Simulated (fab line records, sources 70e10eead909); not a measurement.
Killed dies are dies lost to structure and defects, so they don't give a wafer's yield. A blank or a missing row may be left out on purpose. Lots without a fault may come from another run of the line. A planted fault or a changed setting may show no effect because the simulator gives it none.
A struck lot beside a sound one | flow nand_harc | 15 steps out of a route of 1159
Sound: wafers L350.2, L350.4, L350.6. Struck: wafers L361.3, L361.4, L361.6. The cause comes at the end.
At each step with rows: each side's tool, then ch and its chambers, then its first start. Under that, the readings that differ: sound wafers | struck wafers | difference of the means | sigmas: that difference in standard deviations of wafers without a fault.
alike: readings whose means differ by less than 2 such deviations, and words and numbers that are the same on both sides. not compared: withheld readings, readings that some wafer has no value for, bounds like >300 that may hide the same value, and numbers for which the record gives no deviation and whose values overlap.
The two part at a step that has a row with sigmas, a row that says differs or no value, or rows on one side only. Numbers that don't overlap but have no deviation are shown without sigmas and don't part them. A reading that every wafer of one side lacks parts them only if that side has two wafers or more.

first, 2 steps without rows for these wafers: NHARC_A_CONTACT_PEB_06 (peb time 65 s); NHARC_A_CONTACT_DEVELOP_07 (develop time 35 s).
NHARC_A_CONTACT_CD_MEAS_08: target cd 100 nm.
  sound on cd_sem-02 ch 0, day 19 17:46; struck on cd_sem-01 ch 0, day 22 02:47
  reading    | sound             | struck         | difference | sigmas
  cd_nm (nm) | 100.3 100.6 100.9 | 99.5 99.4 99.4 | -1.2       | -2
NHARC_A_CONTACT_OVL_MEAS_09:
  sound on overlay-02, day 19 17:51; struck on overlay-01, day 22 02:52
  reading           | sound       | struck         | difference | sigmas
  overlay_x_nm (nm) | 1.6 1.8 1.8 | -0.2 -0.7 -0.6 | -2.2       | -3
  alike: overlay_y_nm
NHARC_A_CONTACT_INSPECT_10:
  sound on defect_inspect-02, day 19 17:53; struck on defect_inspect-02, day 22 02:55
  alike: raw_defect_count
then, 1 step without rows for these wafers: NHARC_A_CONTACT_DESCUM_13 (chemistry O2, time 3 s).
NHARC_A_CONTACT_ETCH_88: etches the open film in CF4, target depth 39 nm, time 65 s.
  sound on rie_diel-09 ch 0,2,3, day 19 18:02; struck on rie_diel-11 ch 0,3, day 22 03:13
  alike: bias_w, cf4_flow_sccm, drypump_motor_current_A, oes_product_au, rf_vpp_V, showerhead_plenum_p_Torr, throttle_valve_pct
  not compared: rf_hours_counter_h
then, 2 steps without rows for these wafers: NHARC_A_CONTACT_ETCH_89 (etches the open film in N2/H2, target depth 260 nm, time 475.3 s); NHARC_A_CONTACT_ETCH_30 (etches the open film in CF4/CHF3, target depth 60.5 nm, time 30.2 s).
NHARC_A_CONTACT_ETCH_31: etches the open film in O2/COS, target depth 2000 nm, time 520 s.
  sound on rie_diel-09 ch 0,1,3; struck on rie_diel-11 ch 2,3
  alike: bias_w, chamber_pressure_mTorr, drypump_motor_current_A, o2_flow_sccm, oes_product_au, rf_vpp_V, showerhead_plenum_p_Torr, throttle_valve_pct
  not compared: rf_hours_counter_h
NHARC_A_CONTACT_ETCH_134: etches the open film in C4F8/O2/Ar, time 140 s, target depth 700 nm.
  sound on har_cap_etch-03 ch 0,1, day 19 18:56; struck on har_cap_etch-03 ch 0,1, day 22 04:31
  alike: chamber_pressure_mTorr, oes_air_line_au
  not compared: rf_hours_counter_h
NHARC_A_CONTACT_ETCH_135: etches the open film in C4F8/O2/Ar, time 132 s, target depth 1287 nm.
  sound on har_cap_etch-03 ch 0,1, day 19 19:08; struck on har_cap_etch-03 ch 0,1, day 22 04:41
  alike: chamber_pressure_mTorr, oes_air_line_au
  not compared: rf_hours_counter_h
NHARC_A_CONTACT_ETCH_136: etches the open film in C4F8/O2/Ar, time 132 s, target depth 1287 nm.
  sound on har_cap_etch-03 ch 0,1, day 19 19:16; struck on har_cap_etch-03 ch 0,1, day 22 04:48
  no value came back on the struck wafers for chamber_pressure_mTorr (mTorr), oes_air_line_au (a.u.); on the sound wafers chamber_pressure_mTorr (mTorr) reads 20.005 19.999 20.003
  not compared: rf_hours_counter_h
NHARC_A_CONTACT_ETCH_137: etches the open film in C4F8/O2/Ar, time 132 s, target depth 1287 nm.
  sound on har_cap_etch-03 ch 0,1, day 19 19:23; struck on har_cap_etch-03 ch 0,1, day 22 04:56
  alike: chamber_pressure_mTorr, oes_air_line_au
  not compared: rf_hours_counter_h
-- the record jumps here: 2 days lie between the struck wafers' starts before and after (it left off in module A_CONTACT and takes up again in module END, whose first step shown is number 1159 of the route) --
NHARC_END_SORT_01:
  sound on prober-02 ch 0, day 22 02:25; struck on prober-02 ch 0, day 24 14:06
  reading         | sound    | struck                                                               | difference                   | sigmas
  hold            | - - -    | await_dispo/5.1h/scrap await_dispo/5.1h/scrap await_dispo/5.1h/scrap | no value on the sound wafers |
  killed_at_array | 54 40 39 | 674 672 666                                                          | +626                         | +48
  killed_dies     | 55 44 43 | 677 677 677                                                          | +630                         | +48
  alike: killed_at_other, killed_at_periphery, killed_open, killed_short

WHERE THEY PART
First at NHARC_A_CONTACT_CD_MEAS_08; last, within this record, at NHARC_END_SORT_01.

WHY: what the simulator had put in
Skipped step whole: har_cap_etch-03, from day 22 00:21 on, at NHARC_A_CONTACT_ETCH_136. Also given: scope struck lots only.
